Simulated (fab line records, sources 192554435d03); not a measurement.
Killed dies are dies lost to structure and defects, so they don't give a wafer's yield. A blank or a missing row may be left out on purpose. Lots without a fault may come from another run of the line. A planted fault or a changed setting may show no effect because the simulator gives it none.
Chamber matching | flow n5_finfet | N5_BEOL_M4_ETCHBACK_99 on rie_diel-01: 4 sister chambers
The step etches SiO2 in CHF3, target depth 5 nm, time 10.4 s. 8 wafers are shown with their chamber, then 9 later ones without.

WAFERS WITH THEIR CHAMBER
wafer  | chamber | showerhead_plenum_p_Torr (Torr) | throttle_valve_pct (%)
L074.6 | 0       | 2.23                            | 17.4
L087.1 | 2       | 2.04                            | 17.4
L087.2 | 0       | 2.22                            | 17.5
L086.1 | 3       | 2.10                            | 16.7
L086.6 | 2       | 2.04                            | 17.4
L090.3 | 1       | 2.08                            | 17.1
L090.4 | 3       | 2.09                            | 16.7
L090.5 | 1       | 2.08                            | 17.1

WAFERS WITHOUT THEIR CHAMBER
wafer  | showerhead_plenum_p_Torr (Torr) | throttle_valve_pct (%)
L088.1 | 2.22                            | 17.5
L088.3 | 2.09                            | 16.8
L088.6 | 2.09                            | 16.7
L092.1 | 2.22                            | 17.5
L092.2 | 2.07                            | 17.1
L092.6 | 2.04                            | 17.5
L093.1 | 2.22                            | 17.5
L093.4 | 2.04                            | 17.5
L093.6 | 2.07                            | 17.1

WHICH CHAMBER EACH WENT THROUGH
wafer  | from the rows above | in truth
L088.1 | 0                   | 0
L088.3 | 3                   | 3
L088.6 | 3                   | 3
L092.1 | 0                   | 0
L092.2 | 1                   | 1
L092.6 | 2                   | 2
L093.1 | 0                   | 0
L093.4 | 2                   | 2
L093.6 | 1                   | 1
Placed correctly: 9 of 9. Can't be placed from these rows: 0. Placed wrongly: 0.
How it was worked out, from the rows above alone: a wafer's distance from a chamber is the root of the sum, over the readings, of the square of ((its reading less the chamber's mean) divided by the reading's scatter). The wafer belongs to the nearest chamber; if the next one is less than 2 further off, it can't be placed. A chamber's mean is the mean of its shown wafers. The scatter: the root of (the sum of the squares of (reading less its chamber's mean) over the shown wafers, divided by (wafers less chambers)).
